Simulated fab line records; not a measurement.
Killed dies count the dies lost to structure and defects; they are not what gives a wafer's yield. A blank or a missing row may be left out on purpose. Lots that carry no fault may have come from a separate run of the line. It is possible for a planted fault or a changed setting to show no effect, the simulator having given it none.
Struck lot and sound lot, side by side    flow n5 finfet    20 steps out of a route of 1938
Sound: these wafers, L991.2, L991.3, L991.4. Struck: wafers L998.1, L998.2, L998.5. The cause comes at the end.
For every step that has rows: the tool of each side, followed by ch and its chambers, followed by its first start. Under that, the readings that differ: sound wafers    struck wafers    difference of the means    sigmas: that difference in standard deviations of wafers without a fault.
alike: readings whose means differ by less than 2 such deviations, and words and numbers that are the same on both sides. not compared: withheld readings, readings that some wafer has no value for, bounds like >300 that may hide the same value, and numbers for which the record gives no deviation and whose values overlap.
A row with sigmas, a row that says differs or no value, or rows on one side alone: a step with any of these is where the two part. Numbers that don't overlap but have no deviation are shown without sigmas and don't part them. A reading missing from all wafers of one side parts the sides only when that side holds two or more wafers.

first, 8 steps without rows for these wafers: N5_BEOL_M8_DESCUM_16 (chemistry O2, time 7.9 s); N5_BEOL_M8_ETCH_61 (etches SiARC in CF4, target depth 45.5 nm, time 75.8 s); N5_BEOL_M8_ETCH_62 (etches SOC in N2/H2, target depth 110 nm, overetch 22 nm, time 165 s); N5_BEOL_M8_STRIP_68 (strips in N2/H2); N5_BEOL_M8_STRIP_67 (strips in CF4); N5_BEOL_M8_HM_OPEN_17 (chemistry Cl2/BCl3, target TiN, target depth 20 nm, overetch 6 nm); N5_BEOL_M8_STRIP_19 (strips in O2); N5_BEOL_M8_COAT_63 (time 60 s, resist thk 60 nm).
N5_BEOL_M8_COAT_64: time 60 s, resist thk 12 nm.
  sound on litho track-01 ch 0, day 10 15:29; struck on litho track-01 ch 0, day 12 20:31
reading                 sound                 struck                difference  sigmas
chill plate temp C (C)  22.95 22.84 22.85     23.01 23.19 23.14     +0.23       +2
spin speed rpm (rpm)    1499.7 1499.9 1500.4  1457.1 1455.3 1456.8  -43.6       -44
then, 9 steps without rows for these wafers: N5_BEOL_M8_COAT_71 (time 60 s, resist thk 5 nm); N5_BEOL_M8_COAT_22 (resist thk 30 nm); N5_BEOL_M8_EBR_24; N5_BEOL_M8_SOFTBAKE_23 (time 60 s); N5_BEOL_M8_EXPOSE_25 (exposes mask V7, target cd 40 nm); N5_BEOL_M8_PEB_26 (peb time 60 s); N5_BEOL_M8_DEVELOP_27 (develop time 30 s); N5_BEOL_M8_DESCUM_33 (chemistry O2, time 7 s); N5_BEOL_M8_ETCH_72 (etches underlayer in N2/H2, target depth 6.5 nm, time 5.2 s).
N5_BEOL_M8_ETCH_65: etches SiARC in CF4, target depth 15.6 nm, time 26 s.
  sound on rie diel-02 ch 0,2,3, day 10 16:03; struck on rie diel-06 ch 0,2,3, day 12 20:58
reading                   sound           struck           difference  sigmas
model.etch.depth nm (nm)  12 11.97 12.01  12.2 12.2 12.21  +0.2        
  alike: bias w, drypump motor current A, etch rf on time s, oes product au, rf vpp V, showerhead plenum p Torr, throttle valve pct
  not compared: rf hours counter h
then, 1 step without rows for these wafers: N5_BEOL_M8_ETCH_66 (etches SOC in N2/H2, target depth 80 nm, overetch 16 nm, time 120 s).

== WHERE THEY PART ==
Only at N5_BEOL_M8_COAT_64, within this record. Later steps at which nothing parts them and some readings are alike: N5_BEOL_M8_ETCH_65.

WHY: what the simulator had put in
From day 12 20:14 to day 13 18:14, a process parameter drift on litho track-01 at N5_BEOL_M8_COAT_64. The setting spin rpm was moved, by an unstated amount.
